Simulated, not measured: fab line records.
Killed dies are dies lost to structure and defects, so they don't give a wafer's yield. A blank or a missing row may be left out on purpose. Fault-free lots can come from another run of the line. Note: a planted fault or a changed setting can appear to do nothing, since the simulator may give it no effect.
What tool caused it? -- flow nand-harc -- 12 lots with 36 wafers sampled at 5 steps, on a route of 1159 steps

WHAT THE GAUGES READ, wafer by wafer
NHARC_END_SORT_01. Usual: killed-at-array 29, standard deviation 10; killed-at-other 0.7, standard deviation 1.1; killed-at-periphery 3.3, standard deviation 2.4; killed-dies 33, standard deviation 11; killed-open 3.3, standard deviation 2; killed-short 1.9, standard deviation 1.3.
lot,measured,on,killed-at-array,killed-at-other,killed-at-periphery,killed-dies,killed-open,killed-short,flag
L853,day 21 18:52,prober-01,113 124 130,1 1 0,4 0 2,118 125 132,3 1 1,2 0 0,OFF
L856,day 21 18:05,prober-02,115 117 111,0 0 0,0 3 2,115 120 113,6 6 5,2 0 2,OFF

TOOL THAT RAN EACH LOT (tool first, then ch and the chambers of the sampled wafers, then the start)
lot,NHARC_A_SGD_CUT_ETCH_15,NHARC_THIN_TSV_DEP_43,NHARC_THIN_TSV_ETCH_15,NHARC_THIN_TSV_STRIP_62
L847,"rie-diel-11 ch 2,3, day 13 17:29","pecvd-02 ch 0,2, day 18 20:23","rie-si-06 ch 0,1,2, day 18 21:59","plasma-asher-02 ch 0,1, day 18 23:52"
L849,"rie-diel-07 ch 1,2,3, day 14 11:14","pecvd-04 ch 0,2, day 18 22:48","rie-si-03 ch 0,1,3, day 19 00:24","plasma-asher-02 ch 0,1, day 19 02:13"
L852,"rie-diel-05 ch 0,1,2, day 14 11:37","pecvd-02 ch 0,1, day 18 23:56","rie-si-01 ch 1,2, day 19 01:34","plasma-asher-01 ch 0, day 19 03:23"
L851,"rie-diel-07 ch 1,2,3, day 15 08:11","pecvd-03 ch 0,1, day 19 23:07","rie-si-03 ch 0,1,3, day 20 00:44","plasma-asher-02 ch 0,1, day 20 02:51"
L853,"rie-diel-07 ch 0,1,2, day 16 01:48","pecvd-02 ch 0,2, day 21 02:06","rie-si-03 ch 1,2,3, day 21 03:45","plasma-asher-02 ch 0,1, day 21 05:44"
L856,"rie-diel-07 ch 0,2,3, day 16 07:05","pecvd-04 ch 0,1,2, day 21 00:38","rie-si-03 ch 0,1,3, day 21 02:16","plasma-asher-01 ch 0,1, day 21 04:14"
L864,"rie-diel-05 ch 1,2, day 18 04:29","pecvd-04 ch 0,1,2, day 23 13:50","rie-si-03 ch 2,3, day 23 15:22","plasma-asher-02 ch 0,1, day 23 18:28"
L863,"rie-diel-11 ch 1,3, day 18 04:46","pecvd-04 ch 0,2, day 23 12:29","rie-si-01 ch 0,1, day 23 14:08","plasma-asher-01 ch 0,1, day 23 17:37"
L865,"rie-diel-05 ch 0,1,3, day 18 05:55","pecvd-03 ch 0,2, day 24 00:07","rie-si-06 ch 0,2,3, day 24 01:45","plasma-asher-01 ch 0,1, day 24 03:43"
L867,"rie-diel-05 ch 0,1,3, day 18 23:19","pecvd-03 ch 0,1,2, day 23 22:56","rie-si-01 ch 0,1, day 24 00:32","plasma-asher-02 ch 0,1, day 24 02:20"
L868,"rie-diel-11 ch 2,3, day 19 07:28","pecvd-03 ch 0,1, day 24 09:47","rie-si-06 ch 1,2,3, day 24 11:25","plasma-asher-02 ch 0,1, day 24 13:13"
L869,"rie-diel-05 ch 1,2,3, day 19 07:44","pecvd-02 ch 0,1,2, day 24 08:33","rie-si-01 ch 0,2,3, day 24 10:04","plasma-asher-01 ch 0,1, day 24 11:55"
- NHARC_A_SGD_CUT_ETCH_15: etches the open film in CH3F/O2, target depth 75 nm, time 64.3 s.
- NHARC_THIN_TSV_DEP_43: deposits SiO2, target thk 1328.5 nm.
- NHARC_THIN_TSV_ETCH_15: target depth 3000 nm, bosch target overetch cycles 2, bosch etch step 2.8 s.
- NHARC_THIN_TSV_STRIP_62: strips in N2/H2, time 20 s.

WHAT THE TOOLS THEMSELVES READ (means of the sampled wafers that have a number; where no wafer has one, the mark that the record gives instead)
NHARC_A_SGD_CUT_ETCH_15. Usual: bias-w 100.0 W, standard deviation 0.33; drypump-motor-current-A 5.8 A, standard deviation 0.5; oes-product-au 0.963 a.u., standard deviation 0.016; rf-fwd-power-W 495.5 W, standard deviation 1.8; rf-vpp-V 263.8 V, standard deviation 1.7; showerhead-plenum-p-Torr 2.45 Torr, standard deviation 0.1; throttle-valve-pct 20.664 %, standard deviation 0.0099.
lot,tool,bias-w (W),drypump-motor-current-A (A),oes-product-au (a.u.),rf-fwd-power-W (W),rf-vpp-V (V),showerhead-plenum-p-Torr (Torr),throttle-valve-pct (%),flag
L847,rie-diel-11,100.4,5.1,0.958,494.0,262.5,2.33,20.664,
L849,rie-diel-07,99.9,5.9,0.971,497.1,262.2,2.41,20.656,
L852,rie-diel-05,100.2,6.0,0.934,494.5,264.4,2.55,20.672,
L851,rie-diel-07,99.8,5.9,0.968,496.6,263.0,2.41,20.675,
L853,rie-diel-07,100.0,6.0,0.957,496.6,264.7,2.44,20.656,
L856,rie-diel-07,100.0,6.0,0.956,497.2,264.2,2.50,20.655,
L864,rie-diel-05,99.9,5.9,0.977,496.0,264.3,2.56,20.663,
L863,rie-diel-11,99.9,5.9,0.959,494.1,263.7,2.44,20.669,
L865,rie-diel-05,100.2,5.7,0.958,494.8,263.9,2.46,20.670,
L867,rie-diel-05,100.1,5.7,0.960,494.3,264.7,2.46,20.662,
L868,rie-diel-11,100.1,5.2,0.951,495.2,262.9,2.37,20.674,
L869,rie-diel-05,100.0,5.6,0.971,494.4,263.6,2.48,20.661,

NHARC_THIN_TSV_DEP_43. Usual: rf-fwd-power-W 898.3 W, standard deviation 2.9; showerhead-vpp-V 1915 V, standard deviation 110; throttle-valve-pct 15.8 %, standard deviation 0.56.
lot,tool,rf-fwd-power-W (W),showerhead-vpp-V (V),throttle-valve-pct (%),flag
L847,pecvd-02,895.6,1940,15.9,
L849,pecvd-04,901.3,1863,15.9,
L852,pecvd-02,900.0,1898,15.8,
L851,pecvd-03,897.2,2048,16.0,
L853,pecvd-02,898.6,2024,16.1,
L856,pecvd-04,896.7,1834,15.5,
L864,pecvd-04,899.0,1826,15.6,
L863,pecvd-04,895.5,1783,15.7,
L865,pecvd-03,898.3,2017,16.1,
L867,pecvd-03,897.9,1991,16.1,
L868,pecvd-03,898.3,2033,16.0,
L869,pecvd-02,897.2,1954,15.8,

NHARC_THIN_TSV_ETCH_15. Usual: drypump-motor-current-A reads 5.9 A (standard deviation 0.42).
lot,tool,drypump-motor-current-A (A),flag
L847,rie-si-06,5.9,
L849,rie-si-03,5.6,
L852,rie-si-01,6.2,
L851,rie-si-03,5.7,
L853,rie-si-03,5.9,
L856,rie-si-03,5.6,
L864,rie-si-03,6.2,
L863,rie-si-01,5.5,
L865,rie-si-06,6.0,
L867,rie-si-01,5.8,
L868,rie-si-06,5.7,
L869,rie-si-01,6.1,

NHARC_THIN_TSV_STRIP_62. Usual: drypump-motor-current-A 5.8 A, standard deviation 0.45; heater-power-w 360 W, standard deviation 18; temp-c 250.04 C, standard deviation 0.17.
lot,tool,drypump-motor-current-A (A),heater-power-w (W),temp-c (C),flag
L847,plasma-asher-02,6.1,370,249.99,
L849,plasma-asher-02,5.9,372,250.09,
L852,plasma-asher-01,5.2,327,250.15,
L851,plasma-asher-02,5.8,365,250.12,
L853,plasma-asher-02,6.1,368,250.18,
L856,plasma-asher-01,5.8,358,249.97,
L864,plasma-asher-02,6.1,355,249.95,
L863,plasma-asher-01,5.5,340,250.20,
L865,plasma-asher-01,5.9,362,250.08,
L867,plasma-asher-02,5.8,363,250.02,
L868,plasma-asher-02,5.9,367,250.08,
L869,plasma-asher-01,5.9,361,250.05,

THE ANSWER, worked out from the rows above alone
Rule: take the mean of a lot's wafers that have a number; if it is more than 3 standard deviations from the usual mean, the lot is off. A lot without any number at a reading at which 4 lots or more have one is off too. The other lots that the step has rows for count as sound. First the gauges in route order, then the tools' own readings, where a lot's mean is used as printed above. At the first step where some lot is off, the reading lying furthest off is the one used; lots without a number count as furthest.
Off, at NHARC_END_SORT_01 on killed-at-array: L853, L856. Neither off nor sound, because the step has no rows for them: L847, L849, L852, L851, L864, L863, L865, L867, L868, L869.
If a tool, at a process step before that reading, ran all the lots that are off and no sound lot after the first of them, it fits. Gauges at NHARC_END_SORT_01: tried the same way as those tools. This does not decide it: 2 tools fit, namely rie-diel-07 at NHARC_A_SGD_CUT_ETCH_15 and rie-si-03 at NHARC_THIN_TSV_ETCH_15.

WHAT WAS PUT IN BY THE SIMULATOR
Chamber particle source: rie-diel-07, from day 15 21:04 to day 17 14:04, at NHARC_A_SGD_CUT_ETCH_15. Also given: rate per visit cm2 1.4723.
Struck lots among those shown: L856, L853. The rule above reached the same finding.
